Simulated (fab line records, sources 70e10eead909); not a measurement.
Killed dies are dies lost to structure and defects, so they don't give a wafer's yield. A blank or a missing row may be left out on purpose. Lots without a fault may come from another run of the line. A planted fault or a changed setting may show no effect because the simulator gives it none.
fab line records | flow nand_harc
record lots=24 wafers=72 last_day=34
route steps=1302 shown A_CONTACT@1011
lots that met no fault: from a run of the same line without faults
start_h: hours from the record's first day to the start of the lot's first wafer shown | wait_h: hours since the lot's step before | " the same as in the row above | L1.1+2: a row that stands for several wafers | - no value, or no start given | * or withheld: withheld | < > ~ a bound
route shown NAME@n: a module of which the file shows steps, and the number in the route of the first | usual: mean/standard deviation of fault-free wafers | same: alike in all rows | chamber/n: place in a boat | sites: the reading at each site | _std_site: their standard deviation | _edge_site: outer sites' mean less inner sites' | radius_mm: how far each site lies from the wafer's centre | mask NAME#n: copy n | behind: the tool/chamber that last shaped the wafer | hold: why the lot was held/for how many hours/how that ended | device: the transistor (n, p or np) that didn't switch | end of line: the same wafers' tests at the end of the route | a step without rows: its recipe alone | killed: dies lost to structure and defects at the first sort, not the wafer's yield | map: a wafer's dies, x killed, . not, _ none there
set.NAME: the setting as run; set.NAME@STEP: as run at that earlier step | model.NAME: the simulator's own value behind a step, which no gauge read
steps of the route over a sample of lots; a table a step, a row a wafer
services: from which hour (start_h, from the record's first day; less than 0 if before it) a tool's chamber was out of use, for how many hours, and why
## steps
# step NHARC_A_CONTACT_ETCH_117
# recipe source_w=withheld pressure_mtorr=20 bias_v=3000 time_s=190 target_depth_a=18500 ar_flow_sccm=withheld c4f8_flow_sccm=withheld o2_flow_sccm=withheld chemistry=C4F8/O2/Ar
# same time_s=190
# columns lot.wafer tool chamber start_h wait_h rf_hours_counter_h
L074.3 har_cap_etch-03 0 487.68 0.1 -
L074.6 " 0 " " -
L074.5 " 1 " " -
L076.2 har_cap_etch-03 0 501.61 0.1 40
L076.3 " 0 " " -
L076.6 " 1 " " -
L075.2 har_cap_etch-02 1 503.73 0.1 90
L075.5 " 1 " " -
L075.6 " 0 " " -
L077.2 har_cap_etch-03 0 514.37 0.2 44
L077.6 " 1 " " -
L077.5 " 0 " " -
L078.1 har_cap_etch-01 0 529.89 0.1 2
L078.4 " 0 " " -
L078.6 " 1 " " -
L079.1 har_cap_etch-02 0 530.15 0.1 97
L079.3 " 1 " " -
L079.5 " 0 " " -
L080.1 har_cap_etch-02 1 556.98 0.2 101
L080.2 " 0 " " 101
L080.3 " 0 " " -
L083.2 har_cap_etch-03 0 566.78 0.1 50
L083.4 " 0 " " -
L083.5 " 1 " " -
L081.1 har_cap_etch-01 1 572.06 0.1 8
L081.3 " 1 " " -
L081.6 " 0 " " -
L085.2 har_cap_etch-02 0 579.88 0.1 105
L085.4 " 1 " " -
L085.3 " 0 " " -
L082.2 har_cap_etch-01 1 581.75 0.1 10
L082.4 " 1 " " -
L082.6 " 1 " " -
L084.2 har_cap_etch-03 0 582.69 0.2 54
L084.1 " 1 " " 54
L084.4 " 1 " " -
L086.2 har_cap_etch-01 0 586.10 0.1 12
L086.4 " 1 " " -
L086.5 " 0 " " -
L087.2 har_cap_etch-02 1 638.23 0.2 115
L087.1 " 0 " " 115
L087.3 " 1 " " -
L089.2 har_cap_etch-03 1 638.88 0.1 63
L089.1 " 0 " " 63
L089.5 " 0 " " -
L088.2 har_cap_etch-01 1 649.14 0.1 19
L088.1 " 0 " " 19
L088.3 " 0 " " -
L090.2 har_cap_etch-03 0 650.76 0.1 65
L090.6 " 0 " " -
L090.5 " 1 " " -
L093.2 har_cap_etch-01 1 662.04 0.1 23
L093.3 " 1 " " -
L093.5 " 1 " " -
L091.1 har_cap_etch-02 0 663.46 0.2 121
L091.3 " 1 " " -
L091.5 " 1 " " -
L092.1 har_cap_etch-01 1 685.08 0.1 29
L092.4 " 0 " " -
L092.6 " 0 " " -
L094.3 har_cap_etch-02 0 687.47 0.2 -
L094.4 " 1 " " -
L094.6 " 1 " " -
L095.1 har_cap_etch-03 1 698.25 0.1 74
L095.4 " 1 " " -
L095.5 " 0 " " -
L097.3 har_cap_etch-03 0 718.49 0.1 -
L097.4 " 1 " " -
L097.6 " 1 " " -
L096.2 har_cap_etch-03 1 757.27 0.1 83
L096.3 " 1 " " -
L096.6 " 1 " " -
# step NHARC_A_CONTACT_ETCH_122
# recipe source_w=withheld pressure_mtorr=20 bias_v=3000 time_s=190 target_depth_a=18500 ar_flow_sccm=withheld c4f8_flow_sccm=withheld o2_flow_sccm=withheld chemistry=C4F8/O2/Ar
# same time_s=190
# columns lot.wafer tool chamber start_h wait_h rf_hours_counter_h
L074.3 har_cap_etch-03 0 488.54 0.1 -
L074.6 " 0 " " -
L074.5 " 1 " " -
L076.2 har_cap_etch-03 0 502.47 0.1 41
L076.3 " 0 " " -
L076.6 " 1 " " -
L075.2 har_cap_etch-02 1 504.59 0.1 91
L075.5 " 1 " " -
L075.6 " 0 " " -
L077.2 har_cap_etch-03 0 515.51 0.2 44
L077.6 " 1 " " -
L077.5 " 0 " " -
L078.1 har_cap_etch-01 0 530.74 0.1 3
L078.4 " 0 " " -
L078.6 " 1 " " -
L079.1 har_cap_etch-02 0 531.00 0.1 98
L079.3 " 1 " " -
L079.5 " 0 " " -
L080.1 har_cap_etch-02 1 558.12 0.2 102
L080.2 " 0 " " 102
L080.3 " 0 " " -
L083.2 har_cap_etch-03 0 567.64 0.1 51
L083.4 " 0 " " -
L083.5 " 1 " " -
L081.1 har_cap_etch-01 1 572.91 0.1 8
L081.3 " 1 " " -
L081.6 " 0 " " -
L085.2 har_cap_etch-02 0 580.73 0.1 106
L085.4 " 1 " " -
L085.3 " 0 " " -
L082.2 har_cap_etch-01 1 582.60 0.1 11
L082.4 " 1 " " -
L082.6 " 1 " " -
L084.2 har_cap_etch-03 0 583.84 0.2 55
L084.1 " 1 " " 55
L084.4 " 1 " " -
L086.2 har_cap_etch-01 0 586.95 0.1 13
L086.4 " 1 " " -
L086.5 " 0 " " -
L087.2 har_cap_etch-02 1 639.37 0.2 116
L087.1 " 0 " " 116
L087.3 " 1 " " -
L089.2 har_cap_etch-03 1 639.73 0.1 64
L089.1 " 0 " " 64
L089.5 " 0 " " -
L088.2 har_cap_etch-01 1 649.99 0.1 20
L088.1 " 0 " " 20
L088.3 " 0 " " -
L090.2 har_cap_etch-03 0 651.60 0.1 66
L090.6 " 0 " " -
L090.5 " 1 " " -
L093.2 har_cap_etch-01 1 662.89 0.1 24
L093.3 " 1 " " -
L093.5 " 1 " " -
L091.1 har_cap_etch-02 0 664.60 0.2 122
L091.3 " 1 " " -
L091.5 " 1 " " -
L092.1 har_cap_etch-01 1 685.93 0.1 30
L092.4 " 0 " " -
L092.6 " 0 " " -
L094.3 har_cap_etch-02 0 688.61 0.2 -
L094.4 " 1 " " -
L094.6 " 1 " " -
L095.1 har_cap_etch-03 1 699.10 0.1 75
L095.4 " 1 " " -
L095.5 " 0 " " -
L097.3 har_cap_etch-03 0 719.34 0.1 -
L097.4 " 1 " " -
L097.6 " 1 " " -
L096.2 har_cap_etch-03 1 758.11 0.1 84
L096.3 " 1 " " -
L096.6 " 1 " " -
# step NHARC_A_CONTACT_DEP_57
# recipe target_thk_a=53000 temp_c=400 material=aC
# usual throttle_valve_pct=35.000/0.0096
# columns lot.wafer tool chamber start_h wait_h throttle_valve_pct
L074.3 acl_dep-01 0 493.55 - 34.994
L074.5 " 0 494.63 - 35.010
L074.6 " 0 " " 35.002
L076.2 acl_dep-02 0 505.33 - 34.993
L076.3 " 0 " " 35.007
L076.6 " 0 507.47 - 34.997
L075.2 acl_dep-03 0 507.83 - 35.011
L075.5 " 0 509.44 - 35.007
L075.6 " 0 " " 34.996
L077.2 acl_dep-02 0 518.83 - 35.002
L077.5 " 0 520.42 - 34.981
L077.6 " 0 " " 35.009
L079.1 acl_dep-02 0 533.53 - 34.998
L079.3 " 0 534.61 - 35.000
L079.5 " 0 535.68 - 35.001
L078.1 acl_dep-01 0 533.70 - 34.999
L078.4 " 0 535.30 - 34.998
L078.6 " 0 536.36 - 35.018
L080.1 acl_dep-02 0 564.98 - 34.979
L080.2 " 0 " " 35.004
L080.3 " 0 " " 34.992
L083.2 acl_dep-01 0 571.26 - 35.002
L083.4 " 0 572.35 - 34.999
L083.5 " 0 " " 34.997
L081.1 acl_dep-01 0 578.12 - 34.996
L081.3 " 0 579.20 - 34.997
L081.6 " 0 580.83 - 35.000
L085.2 acl_dep-01 0 583.77 - 34.993
L085.3 " 0 " " 34.996
L085.4 " 0 " " 35.010
L082.2 acl_dep-03 0 586.15 - 35.004
L082.4 " 0 587.22 - 35.006
L082.6 " 0 588.29 - 35.008
L084.1 acl_dep-01 0 586.42 - 34.995
L084.2 " 0 " " 35.001
L084.4 " 0 588.02 - 35.023
L086.2 acl_dep-02 0 592.93 - 35.001
L086.4 " 0 593.99 - 35.002
L086.5 " 0 " " 34.987
L089.1 acl_dep-01 0 642.95 - 34.985
L089.2 " 0 " " 35.012
L089.5 " 0 645.12 - 35.004
L087.1 acl_dep-03 0 645.47 - 34.998
L087.2 " 0 " " 34.988
L087.3 " 0 " " 34.991
L088.1 acl_dep-03 0 653.06 - 34.974
L088.2 " 0 " " 35.013
L088.3 " 0 " " 34.994
L090.2 acl_dep-02 0 658.74 - 35.012
L090.5 " 0 660.37 - 34.994
L090.6 " 0 " " 35.002
L093.2 acl_dep-01 0 670.56 - 34.992
L093.3 " 0 " " 34.998
L093.5 " 0 672.18 - 35.003
L091.1 acl_dep-02 0 670.88 - 34.998
L091.3 " 0 671.94 - 34.993
L091.5 " 0 673.01 - 35.004
L092.1 acl_dep-01 0 688.25 - 35.008
L092.4 " 0 689.87 - 35.022
L092.6 " 0 690.95 - 34.984
L094.3 acl_dep-01 0 692.57 - 35.009
L094.4 " 0 " " 35.006
L094.6 " 0 694.18 - 34.998
L095.1 acl_dep-03 0 701.38 - 34.989
L095.4 " 0 702.96 - 34.990
L095.5 " 0 " " 35.013
L097.3 acl_dep-01 0 726.46 - 34.997
L097.4 " 0 " " 35.001
L097.6 " 0 728.08 - 34.980
L096.2 acl_dep-02 0 761.62 - 35.017
L096.3 " 0 " " 34.992
L096.6 " 0 763.76 - 35.010
# step NHARC_A_CONTACT_ETCH_78
# recipe target_depth_a=53000 over_etch_frac=0.3 time_s=1378 ion_energy_ev=150 o2_flow_sccm=400 cos_flow_sccm=20 ar_flow_sccm=0 rf_w=500 bias_w=300 chemistry=O2/COS
# usual drypump_motor_current_A=5.8/0.42 o2_flow_sccm=400.1/1.1 oes_product_au=0.999/0.0081 rf_vpp_V=314.4/1.7 showerhead_plenum_p_Torr=3.14/0.097 throttle_valve_pct=28.331/0.0092
# same time_s=1378
# columns lot.wafer tool chamber start_h wait_h drypump_motor_current_A o2_flow_sccm oes_product_au rf_hours_counter_h rf_vpp_V showerhead_plenum_p_Torr throttle_valve_pct
L074.3 rie_diel-07 3 - - 5.6 401.1 0.997 3 316.9 3.28 28.343
L074.5 " 1 " " 5.9 399.0 0.989 - 315.9 3.24 28.324
L074.6 " 2 " " 6.1 401.5 1.002 - 314.3 3.16 28.317
L076.3 rie_diel-12 3 - - 6.1 397.9 1.006 17 314.6 3.02 28.327
L076.2 " 0 " " 5.0 399.6 1.001 16 313.6 3.03 28.329
L076.6 " 0 " " 5.0 398.6 1.000 - 311.0 3.03 28.308
L075.2 rie_diel-07 3 - - 5.6 400.0 1.009 5 317.4 3.28 28.322
L075.6 " 2 " " 6.1 400.4 1.010 - 315.7 3.16 28.322
L075.5 " 3 " " 5.6 399.1 1.006 - 315.7 3.27 28.340
L077.2 rie_diel-07 0 - - 6.3 399.5 0.994 8 311.6 2.98 28.332
L077.6 " 3 " " 5.6 400.6 1.002 - 315.6 3.27 28.330
L077.5 " 0 " " 6.2 400.4 0.998 - 313.3 2.98 28.326
L079.1 rie_diel-07 3 - - 5.6 400.4 0.989 11 316.8 3.27 28.319
L079.3 " 1 " " 5.9 399.8 0.996 11 315.8 3.23 28.322
L079.5 " 3 " " 5.6 399.4 0.996 - 316.3 3.27 28.346
L078.4 rie_diel-12 3 - - 6.1 400.6 0.985 24 312.3 3.02 28.331
L078.1 " 0 " " 5.0 399.0 0.987 25 313.8 3.03 28.320
L078.6 " 2 " " 5.5 399.5 0.984 - 315.6 3.20 28.315
L080.2 rie_diel-12 1 - - 5.5 401.0 1.001 31 314.4 3.17 28.321
L080.1 " 2 " " 5.4 402.0 0.983 32 315.0 3.19 28.328
L080.3 " 0 " " 5.0 402.3 0.995 35 312.7 3.02 28.321
L083.4 rie_diel-11 1 - - 6.2 400.5 0.999 55 316.8 3.22 28.330
L083.2 " 2 " " 6.1 400.6 1.005 51 314.9 3.17 28.346
L083.5 " 0 " " 6.3 398.9 1.002 - 314.0 3.19 28.331
L081.1 rie_diel-07 0 - - 6.3 399.4 1.004 16 311.8 2.98 28.335
L081.3 " 1 " " 5.9 398.9 1.009 16 315.8 3.23 28.335
L081.6 " 0 " " 6.3 399.5 1.005 - 311.1 2.98 28.332
L085.4 rie_diel-07 3 - - 5.6 401.0 0.994 18 316.7 3.27 28.321
L085.2 " 0 " " 6.3 399.0 0.990 18 311.5 2.98 28.329
L085.3 " 1 " " 5.9 398.4 0.993 17 316.5 3.23 28.339
L082.4 rie_diel-07 2 - - 6.1 398.3 1.010 18 313.4 3.16 28.332
L082.2 " 3 " " 5.6 400.7 1.006 19 316.2 3.27 28.323
L082.6 " 1 " " 5.9 400.6 0.997 - 316.1 3.23 28.330
L084.2 rie_diel-12 1 - - 5.5 398.8 0.998 38 315.4 3.16 28.319
L084.4 " 2 " " 5.5 401.1 0.988 39 313.6 3.19 28.309
L084.1 " 0 " " 5.0 397.4 0.999 44 311.0 3.02 28.331
L086.4 rie_diel-11 2 - - 6.1 401.8 1.010 57 315.5 3.17 28.337
L086.2 " 3 " " 5.0 401.0 0.996 52 311.9 3.06 28.346
L086.5 " 1 " " 6.2 399.7 1.000 - 315.1 3.21 28.328
L089.1 rie_diel-11 3 - - 5.0 400.3 1.001 9 312.1 3.06 28.339
L089.2 " 0 " " 6.3 399.8 1.011 11 316.1 3.18 28.339
L089.5 " 2 " " 6.1 399.0 0.997 - 313.9 3.16 28.327
L087.1 rie_diel-11 0 - - 6.4 400.4 1.024 13 315.1 3.18 28.324
L087.2 " 1 " " 6.2 400.7 1.006 13 315.3 3.21 28.325
L087.3 " 2 " " 6.1 400.6 1.004 12 313.9 3.16 28.334
L088.1 rie_diel-11 2 - - 6.1 399.5 0.997 16 313.7 3.16 28.312
L088.3 " 0 " " 6.3 398.0 0.996 16 314.1 3.17 28.349
L088.2 " 1 " " 6.2 402.0 1.007 17 314.8 3.20 28.318
L090.2 rie_diel-12 3 - - 6.1 401.1 0.990 13 311.6 3.00 28.331
L090.6 " 0 " " 5.0 400.8 1.006 - 311.2 3.00 28.331
L090.5 " 1 " " 5.5 399.3 1.002 - 315.3 3.15 28.323
L093.3 rie_diel-07 1 - - 6.0 401.0 0.995 2 316.8 3.22 28.343
L093.2 " 0 " " 6.3 400.1 0.987 2 311.2 2.97 28.336
L093.5 " 2 " " 6.1 400.4 0.992 - 315.0 3.15 28.337
L091.1 rie_diel-12 2 - - 5.5 398.2 1.003 13 316.1 3.17 28.339
L091.3 " 0 " " 5.0 400.1 1.013 18 311.2 3.00 28.345
L091.5 " 2 " " 5.5 399.6 1.005 - 315.0 3.17 28.334
L092.1 rie_diel-07 3 - - 5.6 399.8 0.998 5 316.5 3.26 28.337
L092.4 " 1 " " 6.0 399.7 0.986 6 314.6 3.22 28.321
L092.6 " 3 " " 5.6 400.3 1.008 - 314.5 3.26 28.314
L094.3 rie_diel-11 2 - - 6.1 399.6 1.014 30 314.4 3.15 28.354
L094.4 " 0 " " 6.4 398.0 1.014 31 314.0 3.17 28.324
L094.6 " 3 " " 5.0 400.8 0.998 - 313.0 3.05 28.340
L095.4 rie_diel-07 2 - - 6.1 400.1 0.994 8 315.5 3.15 28.332
L095.1 " 3 " " 5.6 402.6 0.994 8 316.8 3.26 28.316
L095.5 " 1 " " 5.9 400.0 0.999 - 315.3 3.22 28.327
L097.3 rie_diel-07 0 - - 6.3 399.6 0.989 11 313.1 2.97 28.340
L097.4 " 1 " " 5.9 400.1 0.994 10 315.0 3.22 28.318
L097.6 " 1 " " 5.9 401.4 1.007 - 316.1 3.22 28.335
L096.3 rie_diel-07 0 - - 6.3 400.0 0.995 15 311.5 2.97 28.340
L096.2 " 1 " " 5.9 401.9 0.998 14 316.1 3.22 28.335
L096.6 " 1 " " 5.9 401.1 1.000 - 315.2 3.22 28.329
# step NHARC_A_CONTACT_ETCH_129
# recipe source_w=withheld pressure_mtorr=20 bias_v=3000 time_s=197 target_depth_a=19180 ar_flow_sccm=withheld c4f8_flow_sccm=withheld o2_flow_sccm=withheld chemistry=C4F8/O2/Ar
# same time_s=197
# columns lot.wafer tool chamber start_h wait_h rf_hours_counter_h
L074.3 har_cap_etch-02 1 500.36 0.1 -
L074.6 " 0 " " -
L074.5 " 1 " " -
L076.2 har_cap_etch-02 0 511.26 0.2 92
L076.3 " 0 " " -
L076.6 " 0 " " -
L075.2 har_cap_etch-02 0 513.95 0.1 94
L075.6 " 1 " " -
L075.5 " 0 " " -
L077.2 har_cap_etch-03 1 525.37 0.2 46
L077.6 " 0 " " -
L077.5 " 1 " " -
L079.1 har_cap_etch-01 1 540.01 0.1 4
L079.3 " 0 " " -
L079.5 " 0 " " -
L078.1 har_cap_etch-02 1 540.44 0.1 99
L078.4 " 1 " " -
L078.6 " 0 " " -
L080.1 har_cap_etch-02 1 572.49 0.1 103
L080.2 " 0 " " 103
L080.3 " 1 " " -
L083.2 har_cap_etch-03 0 577.36 0.1 53
L083.4 " 1 " " -
L083.5 " 0 " " -
L081.1 har_cap_etch-02 1 584.75 0.1 109
L081.3 " 1 " " -
L081.6 " 1 " " -
L085.2 har_cap_etch-02 0 589.81 0.1 110
L085.3 " 0 " " -
L085.4 " 1 " " -
L082.2 har_cap_etch-03 0 592.08 0.1 58
L082.4 " 1 " " -
L082.6 " 1 " " -
L084.1 har_cap_etch-01 1 593.00 0.1 14
L084.2 " 0 " " 14
L084.4 " 0 " " -
L086.2 har_cap_etch-03 1 598.86 0.1 60
L086.4 " 0 " " -
L086.5 " 1 " " -
L089.1 har_cap_etch-02 0 649.97 0.2 117
L089.2 " 1 " " 117
L089.5 " 1 " " -
L087.1 har_cap_etch-01 1 651.99 0.1 21
L087.2 " 0 " " 21
L087.3 " 0 " " -
L088.1 har_cap_etch-02 1 659.85 0.2 119
L088.2 " 0 " " 119
L088.3 " 1 " " -
L090.2 har_cap_etch-01 0 665.05 0.1 25
L090.6 " 0 " " -
L090.5 " 1 " " -
L093.2 har_cap_etch-02 1 677.05 0.2 123
L093.3 " 0 " " -
L093.5 " 1 " " -
L091.1 har_cap_etch-01 1 677.45 0.1 27
L091.3 " 1 " " -
L091.5 " 1 " " -
L092.1 har_cap_etch-01 1 695.11 0.2 31
L092.4 " 1 " " -
L092.6 " 1 " " -
L094.4 har_cap_etch-02 1 698.74 0.2 -
L094.3 " 0 " " -
L094.6 " 1 " " -
L095.1 har_cap_etch-03 0 708.35 0.1 76
L095.4 " 0 " " -
L095.5 " 0 " " -
L097.3 har_cap_etch-02 1 731.92 0.1 -
L097.4 " 0 " " -
L097.6 " 0 " " -
L096.2 har_cap_etch-03 1 767.53 0.1 86
L096.3 " 0 " " -
L096.6 " 1 " " -
# step NHARC_A_CONTACT_CD_MEAS_80
# usual cd_nm=289.6/0.62
# columns lot.wafer tool chamber start_h wait_h cd_nm
L074.3 cd_sem-01 - 502.01 - 290.1
L074.5 " - " " 290.9
L074.6 " - " " 290.0
L076.2 cd_sem-02 - 512.96 - 290.2
L076.3 " - " " 289.8
L076.6 " - " " 289.6
L075.2 cd_sem-02 - 515.63 - 289.5
L075.5 " - " " 289.7
L075.6 " - " " 289.5
L077.2 cd_sem-03 - 527.71 - 290.6
L077.5 " - " " 290.4
L077.6 " - " " 290.2
L079.1 cd_sem-03 - 541.73 - 289.6
L079.3 " - " " 289.4
L079.5 " - " " 288.9
L078.1 cd_sem-03 - 542.14 - 289.8
L078.4 " - " " 290.0
L078.6 " - " " 290.2
L080.1 cd_sem-02 - 574.21 - 288.9
L080.2 " - " " 289.1
L080.3 " - " " 288.1
L083.2 cd_sem-03 - 579.09 - 289.0
L083.4 " - " " 288.7
L083.5 " - " " 289.0
L081.1 cd_sem-03 - 586.44 - 289.4
L081.3 " - " " 289.7
L081.6 " - " " 289.6
L085.2 cd_sem-02 - 591.51 - 288.3
L085.3 " - " " 289.4
L085.4 " - " " 289.6
L082.2 cd_sem-01 - 593.79 - 289.7
L082.4 " - " " 289.6
L082.6 " - " " 289.9
L084.1 cd_sem-02 - 594.70 - 289.6
L084.2 " - " " 288.7
L084.4 " - " " 289.6
L086.2 cd_sem-02 - 600.58 - 290.2
L086.4 " - " " 289.4
L086.5 " - " " 289.0
L089.1 cd_sem-02 - 652.17 - 289.9
L089.2 " - " " 289.8
L089.5 " - " " 289.9
L087.1 cd_sem-01 - 653.74 - 289.4
L087.2 " - " " 289.0
L087.3 " - " " 289.5
L088.1 cd_sem-03 - 661.93 - 290.1
L088.2 " - " " 289.9
L088.3 " - " " 290.1
L090.2 cd_sem-03 - 666.87 - 289.6
L090.5 " - " " 289.1
L090.6 " - " " 289.3
L093.2 cd_sem-03 - 679.17 - 288.7
L093.3 " - " " 288.2
L093.5 " - " " 288.7
L091.1 cd_sem-02 - 679.22 - 290.6
L091.3 " - " " 291.2
L091.5 " - " " 290.7
L092.1 cd_sem-02 - 697.18 - 289.8
L092.4 " - " " 290.6
L092.6 " - " " 290.4
L094.3 cd_sem-02 - 700.75 - 289.5
L094.4 " - " " 289.4
L094.6 " - " " 289.3
L095.1 cd_sem-02 - 710.07 - 290.0
L095.4 " - " " 289.4
L095.5 " - " " 290.2
L097.3 cd_sem-03 - 733.59 - 289.9
L097.4 " - " " 290.1
L097.6 " - " " 290.7
L096.2 cd_sem-01 - 769.25 - 289.1
L096.3 " - " " 289.0
L096.6 " - " " 289.2
## services
# columns tool chamber start_h hours kind
rie_diel-07 2 467.19 5.8 repair
rie_diel-07 - 471.31 9.0 pm
rie_diel-11 2 488.06 1.5 repair
har_cap_etch-01 - 497.00 17.0 pm
har_cap_etch-03 - 497.54 0.5 repair
acl_dep-01 - 555.18 13.0 pm
rie_diel-12 3 562.56 6.0 repair
rie_diel-11 3 579.65 3.0 repair
acl_dep-02 - 609.09 13.0 pm
rie_diel-11 - 609.54 9.0 pm
har_cap_etch-01 - 610.08 0.4 repair
rie_diel-12 - 622.57 9.0 pm
har_cap_etch-01 - 630.10 2.5 repair
rie_diel-07 - 648.31 9.0 pm
har_cap_etch-03 - 654.22 0.4 repair
rie_diel-11 1 673.45 4.3 repair
rie_diel-12 - 693.04 1.3 repair
rie_diel-11 0 705.57 9.4 repair
rie_diel-11 2 721.15 15.0 repair
acl_dep-01 - 736.18 13.0 pm
rie_diel-07 - 741.43 4.2 repair
rie_diel-11 1 742.34 9.4 repair
har_cap_etch-02 - 754.00 17.0 pm
rie_diel-11 2 755.15 1.3 repair
## key
fault none
